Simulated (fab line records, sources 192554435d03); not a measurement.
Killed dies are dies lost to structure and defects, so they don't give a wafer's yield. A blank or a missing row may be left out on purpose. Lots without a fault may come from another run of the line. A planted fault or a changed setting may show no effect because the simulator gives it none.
Which tool did it? | flow n5_finfet | 9 lots, 27 wafers sampled, at 1 step of a route of 1938

WHAT THE GAUGES READ, wafer by wafer
N5_BEOL_M4_RC_MEAS_101. Usual: DIBL_N 36.3 mV/V, standard deviation 1.9; DIBL_P 36.0 mV/V, standard deviation 2.1; IOFF_N 0.16 nA/um, standard deviation 0.031; IOFF_P 0.21 nA/um, standard deviation 0.035; ION_N 675 uA/um, standard deviation 14; ION_P 464 uA/um, standard deviation 8.5; SS_N 71.5 mV/dec, standard deviation 0.6; SS_P 73.3 mV/dec, standard deviation 0.72; VT_N 250 mV, standard deviation 3.2; VT_P -250 mV, standard deviation 3.1.
lot  | measured     | on        | DIBL_N (mV/V)  | DIBL_P (mV/V)  | IOFF_N (nA/um) | IOFF_P (nA/um) | ION_N (uA/um) | ION_P (uA/um) | SS_N (mV/dec)  | SS_P (mV/dec)  | VT_N (mV)   | VT_P (mV)      | flag
L210 | day 7 18:26  | prober-02 | 37.9 38.2 37.5 | 38.3 39.7 38.2 | 0.19 0.21 0.19 | 0.27 0.31 0.27 | 683 705 688   | 472 484 470   | 71.8 71.7 71.7 | 74.1 74.4 74.0 | 247 245 245 | -245 -244 -246 |
L215 | day 9 00:40  | prober-01 | 34.9 33.6 33.5 | 35.4 34.7 34.3 | 0.14 0.13 0.14 | 0.21 0.20 0.21 | 667 671 681   | 468 470 480   | 71.2 71.3 71.0 | 72.8 72.7 72.3 | 249 250 249 | -248 -248 -247 |
L216 | day 9 06:25  | prober-02 | 39.9 38.3 37.1 | 40.2 37.8 35.9 | 0.22 0.18 0.17 | 0.26 0.23 0.21 | 692 689 701   | 471 473 477   | 72.2 71.7 71.5 | 75.1 73.6 74.6 | 247 247 246 | -246 -246 -248 |
L218 | day 9 10:14  | prober-01 | 33.6 36.4 35.0 | 31.7 35.0 34.1 | 0.10 0.14 0.12 | 0.16 0.21 0.20 | 667 675 663   | 464 462 462   | 70.8 72.4 70.9 | 71.8 72.9 72.1 | 257 252 255 | -254 -248 -249 |
L226 | day 13 07:18 | prober-02 | 39.3 36.0 36.2 | 40.2 35.6 36.0 | 0.22 0.15 0.15 | 0.29 0.19 0.20 | 696 694 686   | 484 475 472   | 72.3 70.8 71.5 | 74.4 73.4 73.3 | 246 249 249 | -245 -251 -252 |
L225 | day 13 14:40 | prober-01 | 33.1 37.4 33.9 | 32.6 37.9 34.1 | 0.11 0.17 0.12 | 0.14 0.21 0.15 | 665 680 664   | 450 470 453   | 69.9 71.8 70.9 | 72.3 73.6 72.7 | 255 253 254 | -255 -252 -255 |
L227 | day 14 01:24 | prober-01 | 38.9 36.9 37.8 | 37.9 34.5 36.4 | 0.18 0.15 0.15 | 0.24 0.19 0.22 | 673 673 648   | 462 456 451   | 71.4 71.2 72.2 | 74.0 73.6 74.2 | 248 249 253 | -249 -252 -252 |
L229 | day 14 09:01 | prober-01 | 36.4 36.8 36.2 | 36.4 38.3 37.6 | 0.18 0.19 0.18 | 0.21 0.24 0.25 | 668 685 681   | 460 466 469   | 72.1 71.9 71.6 | 73.0 74.0 74.3 | 249 247 246 | -249 -248 -246 |
L233 | day 15 04:40 | prober-01 | 36.2 36.5 36.9 | 36.7 36.7 37.3 | 0.15 0.15 0.16 | 0.21 0.21 0.21 | 668 668 665   | 460 458 457   | 71.1 70.7 71.4 | 73.1 73.2 74.1 | 250 251 251 | -249 -248 -250 |

WHICH TOOL RAN EACH LOT (tool, then ch and the chambers of the sampled wafers, then the start)
The record holds no process step before these readings.

WHAT THE TOOLS THEMSELVES READ (means of the sampled wafers that have a number; where no wafer has one, the mark that the record gives instead)
The record holds no such reading with a usual standard deviation.

THE ANSWER, worked out from the rows above alone
Rule: a lot is off if the mean of its wafers that have a number lies more than 3 standard deviations from the usual mean. A lot without any number at a reading at which 4 lots or more have one is off too. The other lots that the step has rows for count as sound. The gauges are gone through in route order, then the tools' own readings, and for those a lot's mean is taken as printed above. The first step at which some lot is off is used, and at that step the reading that is off furthest; a lot without a number counts as furthest.
No lot is off at any reading shown: from this, nothing can be told.

WHAT THE SIMULATOR HAD PUT IN
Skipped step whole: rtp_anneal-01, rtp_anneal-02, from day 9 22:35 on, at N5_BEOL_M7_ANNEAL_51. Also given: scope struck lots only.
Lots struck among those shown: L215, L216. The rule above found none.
